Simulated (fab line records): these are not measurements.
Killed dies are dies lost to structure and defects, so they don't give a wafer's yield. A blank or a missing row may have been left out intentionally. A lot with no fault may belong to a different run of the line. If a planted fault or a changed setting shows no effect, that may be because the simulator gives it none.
Problem report, 8D (eight disciplines) form, completed by code :: flow n5-finfet :: the parts of the form that need people (team, actions taken, sign-off) are left out

1. PROBLEM STATEMENT
cd-nm at N5_BEOL_M0_SAQP_CD_MEAS_29 reads a mean of 10.20 nm on 4 wafers of 3 lots; wafers without a fault read 15.03 nm with a standard deviation of 0.19. That puts it -25 standard deviations away from the usual mean.
The step: target cd 14.4 nm.
The first sign was on wafer L567.5 at day 9 19:32, on cd-sem-03. The record holds 24 wafers of 9 lots with a number at this step. By rule, "out" or "out of limits" means more than 4 standard deviations away from the usual mean. The rest of the wafers with a number are treated as sound.

2. WHAT IT IS AND WHAT IT IS NOT
question: which readings at this step
is: cd-nm
is not: -

question: which lots
is: L567, L569, L575
is not: L554, L558, L562, L566, L571, L576

question: which wafers of those lots
is: L567.5, L569.5, L575.5, L575.6
is not: L567.1, L569.1

question: read on which gauges
is: cd-sem-01, cd-sem-03
is not: cd-sem-02

question: when
is: from day 9 19:32
is not: up to then (13 sound wafers); but 7 sound wafers of L569, L571, L576 came after

3. WHAT RULES OUT EACH SUSPECT
Counting: any tool at a process step up to the reading remains a suspect provided it ran every lot that is out. Sound lots after the first of them don't rule it out here, since some wafers of a struck lot are sound.
- the gauge at N5_BEOL_M0_SAQP_CD_MEAS_29: ruled out. The wafers that are out were read on 2 gauges (cd-sem-01, cd-sem-03).
- ald-sin-03 at N5_BEOL_M0_SAQP_SPACER2_ALD_26 (deposits SiO2, target thk 15 nm, pulse time 1 s, purge time 2 s): kept. Ran every lot that is out, first one L567 (day 9 18:47); last sound lot up to then L566 (day 8 22:51).
Remaining after the count: ald-sin-03 at N5_BEOL_M0_SAQP_SPACER2_ALD_26.

4. THE CAUSE (what the simulator had put in)
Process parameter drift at N5_BEOL_M0_SAQP_SPACER2_ALD_26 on ald-sin-03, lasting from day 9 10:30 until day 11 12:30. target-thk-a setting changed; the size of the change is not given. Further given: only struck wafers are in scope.
After counting, this tool was the only one left.

5. THE EFFECT CHAIN, in route order
One row per reading whose mean, taken over the struck wafers that have a number, lies over 3 standard deviations from the usual. Only readings whose record carries a usual standard deviation are examined. hours: median over the lots of the time between each lot's start at the first step of this table that gives one and its start at this step. sigmas: the change, counted in usual standard deviations.
hours: 0
step: N5_BEOL_M0_SAQP_CD_MEAS_29
reading: cd-nm
usual: 15.03 nm
on struck wafers: 10.20
change: -4.83
sigmas: -25

hours: 175
step: N5_PASSIVATION_PROBE_49
reading: defect-limited-yield
usual: 91.4 %
on struck wafers: 0.0
change: -91.4
sigmas: -61

hours: 175
step: N5_PASSIVATION_PROBE_49
reading: killed_at_M0_to_M3
usual: 34
on struck wafers: 1116
change: +1082
sigmas: +99 or more

hours: 175
step: N5_PASSIVATION_PROBE_49
reading: killed-dies
usual: 101
on struck wafers: 1180
change: +1079
sigmas: +60

hours: 175
step: N5_PASSIVATION_PROBE_49
reading: killed-on-rim
usual: 14
on struck wafers: 152
change: +138
sigmas: +31

hours: 175
step: N5_PASSIVATION_PROBE_49
reading: sort-n-pass
usual: 1079
on struck wafers: 0
change: -1079
sigmas: -60

hours: 175
step: N5_PASSIVATION_PROBE_49
reading: sort-yield-pct
usual: 91.4 %
on struck wafers: 0.0
change: -91.4
sigmas: -61
The process steps in it:
- N5_PASSIVATION_PROBE_49

6. HOW IT WOULD HAVE BEEN CAUGHT EARLIER
9 hours passed between the start of the fault at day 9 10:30 and the first reading out of limits at a measuring or inspecting step in this record, taken at day 9 19:32.
Tool readings at N5_BEOL_M0_SAQP_SPACER2_ALD_26 with a usual standard deviation given in the record: none out on any struck wafer, hence no alarm at a limit of 4 standard deviations on them.
Among the 3 lots that are out, L569, L575 began N5_BEOL_M0_SAQP_SPACER2_ALD_26 on ald-sin-03 after day 9 19:32. A hold on the tool at that time would have spared those 2.
